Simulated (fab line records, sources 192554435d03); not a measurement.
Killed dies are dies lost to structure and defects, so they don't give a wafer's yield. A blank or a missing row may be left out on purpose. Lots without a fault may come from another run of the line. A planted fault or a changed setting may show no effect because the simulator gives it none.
Chamber matching | flow n5_finfet | N5_HKMG_FIN_NWFM_ALD_20 on ald_metal-02: 4 sister chambers
The step deposits TiAlC, target thk 2 nm, pulse time 3 s, purge time 2 s. 4 wafers are shown with their chamber, then 7 later ones without.

WAFERS WITH THEIR CHAMBER
wafer  | chamber | heater_power_w (W)
L087.5 | 2       | 453
L088.1 | 0       | 476
L090.3 | 1       | 466
L090.4 | 3       | 482

WAFERS WITHOUT THEIR CHAMBER
wafer  | heater_power_w (W)
L090.6 | 492
L096.1 | 445
L096.2 | 465
L096.3 | 458
L096.4 | 494
L096.5 | 484
L096.6 | 458

WHICH CHAMBER EACH WENT THROUGH
wafer  | from the rows above          | in truth
L090.6 | can't be placed: 3 or 0      | 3
L096.1 | can't be placed: 2 or 1      | 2
L096.2 | can't be placed: 1 or 0 or 2 | 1
L096.3 | can't be placed: 2 or 1 or 0 | 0
L096.4 | can't be placed: 3 or 0      | 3
L096.5 | can't be placed: 3 or 0      | 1
L096.6 | can't be placed: 2 or 1 or 0 | 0
Placed correctly: 0 of 7. Can't be placed from these rows: 7 (the true chamber is among the candidates in 6). Placed wrongly: 0.
How it was worked out, from the rows above alone: a wafer's distance from a chamber is the root of the sum, over the readings, of the square of ((its reading less the chamber's mean) divided by the reading's scatter). The wafer belongs to the nearest chamber; if the next one is less than 2 further off, it can't be placed. A chamber's mean is the mean of its shown wafers. The scatter: with one shown wafer a chamber, the root of the mean of the squares of how far each hidden wafer lies from its nearest shown one.
